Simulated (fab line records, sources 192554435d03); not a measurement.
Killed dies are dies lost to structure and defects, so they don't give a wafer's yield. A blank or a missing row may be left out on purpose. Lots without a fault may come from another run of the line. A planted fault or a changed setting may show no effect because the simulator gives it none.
Chamber matching | flow n5_finfet | N5_HKMG_FIN_STRIP_34 on rie_diel-05: 4 sister chambers
The step strips in CF4. 8 wafers are shown with their chamber, then 6 later ones without.

WAFERS WITH THEIR CHAMBER
wafer  | chamber | drypump_motor_current_A (A) | showerhead_plenum_p_Torr (Torr)
L918.5 | 3       | 5.4                         | 1.78
L924.6 | 2       | 6.5                         | 1.80
L926.3 | 1       | 6.1                         | 1.71
L926.5 | 1       | 6.1                         | 1.71
L926.6 | 0       | 5.8                         | 1.78
L927.1 | 2       | 6.5                         | 1.79
L927.3 | 0       | 5.7                         | 1.78
L927.4 | 3       | 5.4                         | 1.77

WAFERS WITHOUT THEIR CHAMBER
wafer  | drypump_motor_current_A (A) | showerhead_plenum_p_Torr (Torr)
L930.4 | 6.1                         | 1.71
L930.5 | 5.7                         | 1.78
L930.6 | 6.1                         | 1.71
L935.3 | 5.4                         | 1.77
L935.4 | 5.7                         | 1.77
L935.6 | 5.8                         | 1.77

WHICH CHAMBER EACH WENT THROUGH
wafer  | from the rows above | in truth
L930.4 | 1                   | 1
L930.5 | 0                   | 0
L930.6 | 1                   | 1
L935.3 | 3                   | 3
L935.4 | 0                   | 0
L935.6 | 0                   | 0
Placed correctly: 6 of 6. Can't be placed from these rows: 0. Placed wrongly: 0.
How it was worked out, from the rows above alone: a wafer's distance from a chamber is the root of the sum, over the readings, of the square of ((its reading less the chamber's mean) divided by the reading's scatter). The wafer belongs to the nearest chamber; if the next one is less than 2 further off, it can't be placed. A chamber's mean is the mean of its shown wafers. The scatter: the root of (the sum of the squares of (reading less its chamber's mean) over the shown wafers, divided by (wafers less chambers)).
